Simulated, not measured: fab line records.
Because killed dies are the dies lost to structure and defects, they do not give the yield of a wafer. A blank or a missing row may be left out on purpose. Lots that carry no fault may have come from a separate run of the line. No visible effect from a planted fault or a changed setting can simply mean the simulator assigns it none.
fab line records | flow n5-finfet
[record] lots = 6 wafers = 18 last-day = 18
route steps=1938 shown MOL_CONTACT_COAG@617 PASSIVATION@1936
lots that met no fault: from a run of the same line without faults
start-h: the number of hours between the record's first day and the start of the first shown wafer of the lot | wait-h: hours elapsed since this lot's preceding step | " same as the row above | L1.1+2: several wafers, shown together as one row | - no value present, or no start provided | * or withheld: withheld | < > ~ a bound
route shown NAME@n: a module of which the file shows steps, and the number in the route of the first | usual: mean and standard deviation over wafers with no fault | same: alike in all rows | chamber/n: place in a boat | sites: each site's reading | _std_site: the standard deviation of these | _edge_site: mean of outer sites minus mean of inner sites | radius-mm: how far each site lies from the wafer's centre | mask NAME#n: copy n | behind: tool/chamber where the wafer was last shaped | hold: why the lot was held/for how many hours/how that ended | device: names the non-switching transistor (n, p or np) | end of line: the tests these same wafers got at the end of their route | for a step that has no rows: nothing shown but its recipe | killed: dies lost to structure and defects at the first sort, not the wafer's yield | map: shows each die of a wafer: x if killed, . if not, _ if none is there
set.NAME: the setting as run; set.NAME@STEP: as run at that earlier step | model.NAME: the simulator's own value behind a step, which no gauge read
lots seen at some steps along the route; tables by step, rows by wafer
services: a tool's chamber out of use, with start hour (start-h, from the record's first day; less than 0 if before it), hours out, and reason
[[steps]]
[step N5_MOL_CONTACT_COAG_ETCH_48]
[recipe] chemistry = C4F6/O2 target-depth-a = 150 overetch-a = 45 mask-material = SOC target = SiOC bias-w = 465 pressure-mtorr = 10 time-s = 17 source-w = 335 Ar_flow_sccm = 300 C4F6_flow_sccm = 10 O2_flow_sccm = 10 ion-energy-ev = 576
[usual] drypump-motor-current-A = 5.8/0.48 oes_o_777_au = 0.77/0.091 oes-product-au = 0.65/0.074 rf-fwd-power-W = 331.9/1.4 rf-vpp-V = 1599/35 showerhead-plenum-p-Torr = 2.84/0.11 throttle-valve-pct = 40.59/0.29
// columns lot.wafer tool chamber start-h wait-h drypump-motor-current-A oes_o_777_au oes-product-au rf-fwd-power-W rf-hours-counter-h rf-vpp-V showerhead-plenum-p-Torr throttle-valve-pct
L337.2 rie-diel-02 3 168.21 0.0 5.6 0.75 0.63 330.4 169 1604 2.86 40.86
L337.3 " 2 " " 5.2 0.70 0.57 332.9 225 1589 2.93 40.87
L337.5 " 2 " " 5.2 0.70 0.58 331.1 - 1588 2.93 40.87
L341.2 rie-diel-02 1 195.97 0.0 6.2 0.67 0.59 331.3 220 1642 2.94 40.80
L341.3 " 3 " " 5.6 0.75 0.64 331.6 178 1603 2.85 40.88
L341.6 " 3 " " 5.6 0.74 0.62 331.6 - 1605 2.85 40.88
L342.3 rie-diel-04 3 204.61 0.0 6.4 0.83 0.72 331.1 48 1637 2.91 41.01
L342.4 " 2 " " 5.6 0.68 0.58 329.8 239 1592 2.67 40.68
L342.6 " 1 " " 6.3 1.03 0.81 329.8 - 1545 2.78 40.34
L343.1 rie-diel-03 1 208.66 0.0 5.3 0.80 0.69 331.2 84 1589 2.85 40.08
L343.4 " 3 " " 5.7 0.96 0.80 334.1 7 1537 3.03 40.33
L343.5 " 3 " " 5.7 0.96 0.80 334.1 - 1537 3.03 40.32
L347.2 rie-diel-02 3 227.56 0.0 5.6 0.74 0.60 335.2 190 1601 2.85 40.86
L347.5 " 0 " " 5.3 0.70 0.57 332.2 - 1596 2.67 40.20
L347.6 " 3 " " 5.6 0.74 0.60 332.6 - 1602 2.85 40.87
L349.2 rie-diel-02 1 238.80 0.0 6.2 0.66 0.59 333.0 234 1643 2.93 40.81
L349.4 " 0 " " 5.3 0.69 0.57 331.9 223 1596 2.67 40.22
L349.6 " 1 " " 6.2 0.67 0.61 333.1 - 1644 2.93 40.82
[step N5_MOL_CONTACT_COAG_STRIP_72]
[recipe] chemistry = N2/H2 power-w = 450 temp-c = 40 pressure-mtorr = 20 rf-frequency-hz = 6e+07 overash-fraction = 3 bias-power-w = 7 h2-frac = 0.5 n2-flow-sccm = 200 h2-flow-sccm = 200
[usual] drypump-motor-current-A = 5.8/0.48 h2-flow-sccm = 200.0/0.65 oes-product-au = 0.77/0.092 rf-vpp-V = 58.9/1.9 showerhead-plenum-p-Torr = 2.54/0.098 throttle-valve-pct = 23.6/0.31
// columns lot.wafer tool chamber start-h wait-h drypump-motor-current-A h2-flow-sccm oes-product-au rf-hours-counter-h rf-vpp-V showerhead-plenum-p-Torr throttle-valve-pct
L337.2 rie-diel-02 3 168.26 0.0 5.6 199.9 0.73 169 57.1 2.53 23.6
L337.3 " 2 " " 5.3 199.9 0.69 225 58.2 2.64 24.3
L337.5 " 2 " " 5.2 198.7 0.71 - 59.4 2.64 24.3
L341.2 rie-diel-02 1 196.02 0.0 6.2 201.2 0.71 220 60.9 2.62 23.7
L341.3 " 3 " " 5.6 201.4 0.73 178 57.5 2.52 23.6
L341.6 " 3 " " 5.6 200.6 0.74 - 57.8 2.52 23.7
L342.3 rie-diel-04 3 204.66 0.0 6.4 200.4 0.88 48 59.5 2.58 23.6
L342.4 " 2 " " 5.6 199.7 0.70 239 60.5 2.40 23.7
L342.6 " 1 " " 6.3 198.5 0.99 - 61.7 2.49 23.1
L343.1 rie-diel-03 1 208.71 0.0 5.3 200.1 0.82 84 56.8 2.57 23.3
L343.4 " 3 " " 5.7 199.8 0.94 7 60.8 2.70 23.3
L343.5 " 3 " " 5.7 199.9 0.95 - 61.1 2.69 23.3
L347.2 rie-diel-02 3 227.62 0.0 5.6 201.0 0.72 190 58.3 2.52 23.7
L347.5 " 0 " " 5.3 199.7 0.71 - 56.3 2.39 23.3
L347.6 " 3 " " 5.6 199.9 0.71 - 61.2 2.52 23.6
L349.2 rie-diel-02 1 238.85 0.0 6.3 199.0 0.70 234 58.8 2.62 23.7
L349.4 " 0 " " 5.3 200.3 0.70 223 57.6 2.39 23.3
L349.6 " 1 " " 6.3 199.5 0.70 - 60.8 2.62 23.8
[step N5_MOL_CONTACT_COAG_STRIP_49]
[recipe] chemistry = N2/H2 time-s = 30 power-w = 1000 temp-c = 250 pressure-mtorr = withheld n2-flow-sccm = 1750 h2-flow-sccm = 3250
[usual] drypump-motor-current-A = 5.81/0.25 h2-flow-sccm = 3250/9.1 heater-power-w = 335/13
// columns lot.wafer tool chamber start-h wait-h drypump-motor-current-A h2-flow-sccm heater-power-w rf-hours-counter-h
L337.2 plasma-asher-01 0 168.34 - 6.02 3251 333 102
L337.3 " 1 " " 5.82 3243 348 -
L337.5 " 0 " " 6.03 3239 331 -
L341.2 plasma-asher-01 1 196.11 - 5.84 3251 354 109
L341.3 " 0 " " 6.01 3243 327 -
L341.6 " 1 " " 5.82 3245 347 -
L342.3 plasma-asher-01 0 204.76 - 6.02 3257 326 -
L342.4 " 1 " " 5.83 3252 343 -
L342.6 " 0 " " 6.01 3254 329 -
L343.1 plasma-asher-02 0 208.79 - 5.35 3241 314 64
L343.4 " 1 " " 5.97 3260 354 -
L343.5 " 0 " " 5.37 3251 318 -
L347.2 plasma-asher-01 1 227.70 - 5.84 3253 338 115
L347.5 " 0 " " 6.02 3252 343 -
L347.6 " 1 " " 5.82 3256 352 -
L349.2 plasma-asher-01 0 238.93 - 6.00 3262 326 117
L349.4 " 1 " " 5.81 3266 353 -
L349.6 " 1 " " 5.83 3260 345 -
[step N5_MOL_CONTACT_COAG_PRECLEAN_138]
[recipe] chemistry = alkaline-clean temp-c = 60 time-s = 60 do-ppb = 50
[step N5_MOL_CONTACT_COAG_SRD_139]
[recipe] dry = ipa-marangoni time-s = 30 temp-c = 23 rinse-liquid = diw
[step N5_MOL_CONTACT_COAG_CD_MEAS_101]
[recipe] target-cd-nm = 16
[usual] cd-nm = 15.9/0.32
// columns lot.wafer tool chamber start-h wait-h cd-nm
L337.2 cd-sem-03 - 168.49 0.0 15.6
L337.3 " - " " 15.6
L337.5 " - " " 15.8
L341.2 cd-sem-03 - 196.28 0.0 16.3
L341.3 " - " " 16.2
L341.6 " - " " 16.1
L342.3 cd-sem-03 - 204.89 0.0 16.2
L342.4 " - " " 15.6
L342.6 " - " " 15.5
L343.1 cd-sem-02 - 208.95 0.0 15.4
L343.4 " - " " 15.8
L343.5 " - " " 16.2
L347.2 cd-sem-03 - 227.85 0.0 16.1
L347.5 " - " " 16.1
L347.6 " - " " 15.7
L349.2 cd-sem-01 - 239.08 0.0 15.9
L349.4 " - " " 16.2
L349.6 " - " " 16.2
[step N5_MOL_CONTACT_COAG_PRE_CLEAN_121]
[recipe] gas = H2/He time-s = * temp-c = withheld
[step N5_MOL_CONTACT_COAG_CVD_140]
[recipe] material = W target-thk-a = 665 mode = selective-fill temp-c = 300 time-s = 215
[usual] heater-power-w = 470/39
// columns lot.wafer tool chamber start-h wait-h heater-power-w
L337.2 cvd-w-01 0 168.62 0.1 427
L337.3 " 0 " " 419
L337.5 " 0 " " 413
L341.2 cvd-w-01 1 196.42 0.1 431
L341.3 " 1 " " 434
L341.6 " 1 " " 432
L342.3 cvd-w-02 0 205.10 0.1 501
L342.4 " 1 " " 487
L342.6 " 1 " " 499
L343.1 cvd-w-02 1 209.08 0.1 509
L343.4 " 1 " " 495
L343.5 " 0 " " 524
L347.2 cvd-w-02 0 227.98 0.1 506
L347.5 " 1 " " 508
L347.6 " 0 " " 505
L349.2 cvd-w-01 0 239.21 0.1 421
L349.4 " 0 " " 423
L349.6 " 1 " " 440
[step N5_MOL_CONTACT_COAG_PRECLEAN_127]
[recipe] chemistry = DIW time-s = 57.5 temp-c = 23
[step N5_MOL_CONTACT_COAG_SRD_128]
[recipe] dry-time-s = 32 dry = n2-spin spin-rpm = 1500
[step N5_MOL_CONTACT_COAG_CMP_52]
[recipe] stop-on = SiO2 t-overpolish-s = 1.5 post-cmp-clean = w-dilute-nh4oh down-force-psi = 4 platen-rpm = 50.289 pad-velocity-m-s = 1.0006 target-thk-nm = 66.5
[usual] motor-current-A = 11.4/0.89 overpolish-run-s = 1.500/0.0096 time-to-endpoint-s = 12.8/2.5
// columns lot.wafer tool chamber start-h wait-h motor-current-A overpolish-run-s time-to-endpoint-s
L337.3 cmp-04 0 168.98 0.1 12.2 1.490 16.2
L337.2 " 2 " " 13.1 1.503 11.8
L337.5 " 3 " " 10.8 1.495 10.8
L341.2 cmp-04 3 196.74 0.0 10.9 1.503 10.1
L341.3 " 2 " " 12.8 1.497 10.5
L341.6 " 0 " " 12.0 1.506 14.6
L342.3 cmp-03 3 205.34 0.0 12.8 1.483 11.7
L342.4 " 0 " " 11.1 1.510 10.9
L342.6 " 3 " " 13.3 1.503 10.1
L343.1 cmp-01 1 209.44 0.1 11.2 1.498 12.5
L343.4 " 3 " " 9.8 1.479 9.8
L343.5 " 1 " " 11.9 1.499 11.7
L347.2 cmp-01 1 228.38 0.1 12.2 1.512 17.1
L347.5 " 3 " " 9.7 1.503 11.6
L347.6 " 0 " " 11.2 1.497 14.5
L349.4 cmp-01 3 239.57 0.1 9.6 1.515 8.0
L349.2 " 1 " " 11.4 1.517 12.1
L349.6 " 3 " " 9.8 1.505 10.4
[step N5_MOL_CONTACT_COAG_THK_MEAS_53]
[recipe] reads = SiO2_of_MOL_CONTACT_COAG_PECVD_31
[usual] VIA_MOL_THK = 43.9/0.67
// columns lot.wafer tool chamber start-h wait-h VIA_MOL_THK[nm]
L337.2 film-metro-01 - 169.24 - 42.3
L337.3 " - " " 42.8
L337.5 " - " " 43.5
L341.2 film-metro-01 - 197.03 - 42.6
L341.3 " - " " 44.2
L341.6 " - " " 44.0
L342.3 film-metro-02 - 205.64 - 43.4
L342.4 " - " " 44.3
L342.6 " - " " 45.6
L343.1 film-metro-02 - 209.69 - 43.5
L343.4 " - " " 43.9
L343.5 " - " " 44.1
L347.2 film-metro-01 - 228.60 - 43.6
L347.5 " - " " 44.6
L347.6 " - " " 44.6
L349.2 film-metro-02 - 239.83 - 44.3
L349.4 " - " " 44.5
L349.6 " - " " 44.4
[step N5_MOL_CONTACT_COAG_ANNEAL_112]
[recipe] temp-c = 400 time-s = 1800 ambient = HPD2 pressure-atm = 10
[usual] pressure-atm = 10.001/0.02 spike-tc-bottom-C = 422.9/1 wafer_temp_C_max = 403.2/0.6
// columns lot.wafer tool chamber start-h wait-h pressure-atm spike-tc-bottom-C wafer_temp_C_max
L337.2 hp-anneal-01 0 169.26 0.0 10.000 421.9 403.3
L337.3 " 0 " " 10.022 424.2 404.0
L337.5 " 0 " " 9.998 423.7 404.3
L341.2 hp-anneal-01 - 198.73 1.7 - - -
L341.3 " - " " - - -
L341.6 " - " " - - -
L342.3 hp-anneal-01 - 205.66 0.0 - - -
L342.4 " - " " - - -
L342.6 " - " " - - -
L343.1 hp-anneal-01 0 209.72 0.0 10.005 424.3 403.3
L343.4 " 0 " " 10.020 423.0 403.2
L343.5 " 0 " " 10.032 422.7 402.9
L347.2 hp-anneal-01 0 228.62 0.0 10.003 424.4 404.2
L347.5 " 0 " " 9.971 422.6 402.7
L347.6 " 0 " " 9.997 423.4 403.0
L349.2 hp-anneal-01 0 239.86 0.0 10.026 423.7 402.4
L349.4 " 0 " " 10.020 422.8 404.3
L349.6 " 0 " " 9.996 424.4 402.6
[step N5_MOL_CONTACT_COAG_INSPECT_97]
[recipe] inspect-instrument = darkfield mode = post-anneal
[usual] raw-defect-count = 43/18
// columns lot.wafer tool chamber start-h wait-h raw-defect-count
L337.2 defect-inspect-01 - 172.32 0.1 28
L337.3 " - " " 66
L337.5 " - " " 39
L341.2 defect-inspect-02 - 201.77 0.0 48
L341.3 " - " " 39
L341.6 " - " " 43
L342.3 defect-inspect-02 - 208.73 0.1 36
L342.4 " - " " 23
L342.6 " - " " 36
L343.1 defect-inspect-02 - 212.74 0.0 44
L343.4 " - " " 26
L343.5 " - " " 45
L347.2 defect-inspect-01 - 231.68 0.1 53
L347.5 " - " " 30
L347.6 " - " " 35
L349.2 defect-inspect-01 - 242.91 0.1 44
L349.4 " - " " 18
L349.6 " - " " 30
[step N5_PASSIVATION_PROBE_49]
[usual] killed_at_M0_to_M3 = 37/12 killed_at_M4_up = 14/5.3 killed-at-contacts = 12/6.2 killed-at-front-end = 41/11 killed-at-other = 3.7/2.9 killed-dies = 107/17 killed-open = 71/12 killed-short = 34/7.9
[same] gross-dies = 1180 killed-at-back-side = 0
// columns lot.wafer tool chamber start-h wait-h killed_at_M0_to_M3 killed_at_M4_up killed-at-contacts killed-at-front-end killed-at-other killed-dies killed-open killed-short
L337.2 prober-02 - 352.86 0.1 32 14 18 48 1 113 70 42
L337.3 prober-02 - 352.91 0.1 22 12 16 61 6 117 67 43
L337.5 prober-02 - 353.01 0.2 29 8 7 45 3 92 64 24
L341.2 prober-01 - 374.77 0.1 24 11 17 27 0 79 56 21
L341.3 prober-01 - 374.82 0.1 30 15 16 41 3 105 76 28
L341.6 prober-01 - 374.97 0.3 52 21 22 35 1 131 92 38
L343.1 prober-01 - 387.40 0.0 40 15 11 43 4 113 78 33
L343.4 prober-01 - 387.55 0.2 33 9 6 49 9 106 71 35
L343.5 prober-01 - 387.60 0.2 47 22 20 45 2 136 100 32
L342.3 prober-02 - 389.10 0.1 31 7 12 20 9 79 50 29
L342.4 prober-02 - 389.15 0.2 31 18 12 53 3 117 78 32
L342.6 prober-02 - 389.25 0.3 52 19 18 32 5 126 80 40
L347.2 prober-01 - 403.46 0.1 28 21 10 54 1 114 70 35
L347.5 prober-01 - 403.61 0.2 42 20 11 55 0 128 90 38
L347.6 prober-01 - 403.66 0.3 32 12 6 63 1 114 73 40
L349.2 prober-02 - 426.11 0.1 44 21 21 52 2 140 87 50
L349.4 prober-02 - 426.21 0.2 32 9 6 59 5 111 65 44
L349.6 prober-02 - 426.31 0.3 30 25 10 42 1 108 74 33
// killed by level:class
L337.2 STI_FIN_REVEAL:geometric-particle:open=14 MOL_CONTACT_COAG:geometric-particle:open=12 DUMMY_GATE:geometric-particle:open=9 BEOL_M0_SAQP:geometric-particle:short=8 GATE_CUT:geometric-particle:short=7 BEOL_M0_SAQP:geometric-particle:open=7 FIN_SAQP:geometric-particle:short=6 MOL_CONTACT_COAG:geometric-particle:short=6
L337.3 MOL_CONTACT_COAG:geometric-particle:open=13 STI_FIN_REVEAL:geometric-particle:open=10 FIN_SAQP:geometric-particle:open=7 FIN_SAQP:geometric-particle:short=7 GATE_CUT:geometric-particle:short=7 DUMMY_GATE:geometric-particle:open=6 BEOL_M0_SAQP:geometric-particle:open=6 STARTING-WAFER:geometric-particle:short=6
L337.5 STI_FIN_REVEAL:geometric-particle:open=12 DUMMY_GATE:geometric-particle:open=7 BEOL_M2:geometric-particle:open=7 MOL_CONTACT_COAG:geometric-particle:open=7 BEOL_M0_SAQP:geometric-particle:open=7 BEOL_M0_SAQP:geometric-particle:short=6 GATE_CUT:geometric-particle:short=4 BEOL_M4:geometric-particle:open=4
L341.2 MOL_CONTACT_COAG:geometric-particle:open=14 FIN_SAQP:geometric-particle:open=8 FIN_SAQP:geometric-particle:short=8 BEOL_M2:geometric-particle:open=6 STI_FIN_REVEAL:geometric-particle:open=4 BEOL_M0_SAQP:geometric-particle:open=4 BEOL_M1:geometric-particle:open=4 BEOL_M0_SAQP:geometric-particle:short=3
L341.3 MOL_CONTACT_COAG:geometric-particle:open=15 FIN_SAQP:geometric-particle:open=10 STI_FIN_REVEAL:geometric-particle:open=9 BEOL_M0_SAQP:geometric-particle:short=9 DUMMY_GATE:geometric-particle:open=5 BEOL_M0_SAQP:geometric-particle:open=5 BEOL_M2:geometric-particle:open=5 STARTING-WAFER:geometric-particle:open=5
L341.6 MOL_CONTACT_COAG:geometric-particle:open=18 STI_FIN_REVEAL:geometric-particle:open=14 BEOL_M2:geometric-particle:open=12 BEOL_M0_SAQP:geometric-particle:short=10 BEOL_M3:geometric-particle:open=9 BEOL_M4:geometric-particle:open=7 BEOL_M0_SAQP:geometric-particle:open=7 FIN_SAQP:geometric-particle:open=5
L343.1 STI_FIN_REVEAL:geometric-particle:open=11 BEOL_M2:geometric-particle:open=11 BEOL_M0_SAQP:geometric-particle:open=9 MOL_CONTACT_COAG:geometric-particle:open=8 FIN_SAQP:geometric-particle:open=7 FIN_SAQP:geometric-particle:short=6 BEOL_M0_SAQP:geometric-particle:short=6 BEOL_M4:geometric-particle:open=6
L343.4 STI_FIN_REVEAL:geometric-particle:open=12 FIN_SAQP:geometric-particle:short=11 BEOL_M0_SAQP:geometric-particle:open=10 BEOL_M0_SAQP:geometric-particle:short=10 DUMMY_GATE:geometric-particle:open=8 MOL_CONTACT_COAG:geometric-particle:open=6 BEOL_M2:geometric-particle:open=5 FIN_SAQP:geometric-particle:open=4
L343.5 MOL_CONTACT_COAG:geometric-particle:open=17 BEOL_M3:geometric-particle:open=17 BEOL_M4:geometric-particle:open=11 BEOL_M0_SAQP:geometric-particle:open=10 STI_FIN_REVEAL:geometric-particle:open=9 FIN_SAQP:geometric-particle:open=8 ILD0:geometric-particle:short=6 BEOL_M2:geometric-particle:open=6
L342.3 MOL_CONTACT_COAG:geometric-particle:open=11 BEOL_M1:geometric-particle:open=8 BEOL_M2:geometric-particle:open=8 PAD_METAL:geometric-particle:short=6 STI_FIN_REVEAL:geometric-particle:open=4 BEOL_M0_SAQP:geometric-particle:short=4 FIN_SAQP:geometric-particle:short=3 BEOL_M0:geometric-particle:open=3
L342.4 STI_FIN_REVEAL:geometric-particle:open=22 MOL_CONTACT_COAG:geometric-particle:open=9 BEOL_M4:geometric-particle:open=9 BEOL_M0_SAQP:geometric-particle:open=8 GATE_CUT:geometric-particle:short=6 BEOL_M2:geometric-particle:open=6 STI_FIN_REVEAL:geometric-particle:short=5 BEOL_M0_SAQP:geometric-particle:short=5
L342.6 MOL_CONTACT_COAG:geometric-particle:open=11 BEOL_M0_SAQP:geometric-particle:open=11 BEOL_M3:geometric-particle:open=9 BEOL_M0_SAQP:geometric-particle:short=8 BEOL_M2:geometric-particle:open=8 BEOL_M4:geometric-particle:open=8 MOL_CONTACT_COAG:geometric-particle:short=6 GATE_CUT:geometric-particle:short=5
L347.2 FIN_SAQP:geometric-particle:open=19 BEOL_M4:geometric-particle:open=8 FIN_SAQP:geometric-particle:short=7 BEOL_M0_SAQP:geometric-particle:short=7 BEOL_M3:geometric-particle:open=7 MOL_CONTACT_COAG:geometric-particle:open=6 HKMG_FIN:area-etch=6 STI_FIN_REVEAL:geometric-particle:open=4
L347.5 FIN_SAQP:geometric-particle:open=23 FIN_SAQP:geometric-particle:short=12 BEOL_M4:geometric-particle:open=11 MOL_CONTACT_COAG:geometric-particle:open=10 STI_FIN_REVEAL:geometric-particle:open=7 BEOL_M3:geometric-particle:open=7 BEOL_M3:geometric-particle:short=7 BEOL_M2:geometric-particle:open=6
L347.6 FIN_SAQP:geometric-particle:open=20 FIN_SAQP:geometric-particle:short=14 BEOL_M3:geometric-particle:open=8 GATE_CUT:geometric-particle:short=7 STI_FIN_REVEAL:geometric-particle:open=6 GATE_CUT:geometric-particle:open=6 BEOL_M0:geometric-particle:open=6 BEOL_M1:geometric-particle:open=6
L349.2 MOL_CONTACT_COAG:geometric-particle:open=16 BEOL_M4:geometric-particle:open=13 FIN_SAQP:geometric-particle:short=10 FIN_SAQP:geometric-particle:open=10 BEOL_M0_SAQP:geometric-particle:short=9 DUMMY_GATE:geometric-particle:open=8 BEOL_M2:geometric-particle:open=8 GATE_CUT:geometric-particle:short=7
L349.4 FIN_SAQP:geometric-particle:short=15 FIN_SAQP:geometric-particle:open=12 BEOL_M0_SAQP:geometric-particle:short=9 BEOL_M4:geometric-particle:open=7 STI_FIN_REVEAL:geometric-particle:open=6 DUMMY_GATE:geometric-particle:open=6 BEOL_M2:geometric-particle:open=4 BEOL_M0_SAQP:geometric-particle:open=4
L349.6 BEOL_M4:geometric-particle:open=14 BEOL_M0_SAQP:geometric-particle:open=11 BEOL_M0_SAQP:geometric-particle:short=11 FIN_SAQP:geometric-particle:open=9 MOL_CONTACT_COAG:geometric-particle:open=8 DUMMY_GATE:geometric-particle:open=5 GATE_CUT:geometric-particle:short=5 ILD0:geometric-particle:open=4
[[services]]
// columns tool chamber start-h hours kind
rie-diel-02 - 145.40 4.3 pm
rie-diel-03 3 158.12 - clean
rie-diel-03 3 158.12 - consumable-replace:focus-ring
rie-diel-03 3 158.12 - consumable-replace:showerhead
rie-diel-03 3 158.12 16.4 scheduled-down
rie-diel-03 3 158.12 16.4 vent-cycle
rie-diel-02 - 163.03 3.2 repair
cmp-03 - 165.20 3.8 pm
rie-diel-04 0 165.28 - clean
rie-diel-04 0 165.28 - consumable-replace:focus-ring
rie-diel-04 0 165.28 - consumable-replace:showerhead
rie-diel-04 0 165.28 18.7 scheduled-down
rie-diel-04 0 165.28 18.7 vent-cycle
cvd-w-02 1 169.78 24.1 repair
cmp-01 - 174.35 9.1 pm
rie-diel-04 1 184.08 - clean
rie-diel-04 1 184.08 - consumable-replace:focus-ring
rie-diel-03 3 189.80 9.6 repair
cvd-w-02 - 192.89 0.5 repair
cmp-04 - 199.73 4.0 pm
cmp-04 - 204.42 1.4 repair
cmp-04 - 218.83 0.5 repair
rie-diel-03 - 219.02 2.8 pm
cvd-w-02 1 233.73 15.6 repair
[[key]]
[first-sign] step = N5_MOL_CONTACT_COAG_ANNEAL_112 reading = tool-record direction = missing
effect none on later readings
met-at N5_MOL_CONTACT_COAG_ANNEAL_112
struck-wafers L341.2,L341.3,L341.6,L342.3,L342.4,L342.6
tester-left-out L341,L342
onset-between 169.26 198.73
[fault] kind = skipped-step-whole tool = hp-anneal-01 chamber = - onset-h = 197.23 steps = N5_MOL_CONTACT_COAG_ANNEAL_112 scope = struck-lots-only
// tester-left-out: of these lots the tester's yield and bins aren't shown, on N5 and GAA mostly nor the transistor test; their killed dies are dies lost to structure and defects alone, not to doping, threshold or leakage, so they don't give the yield
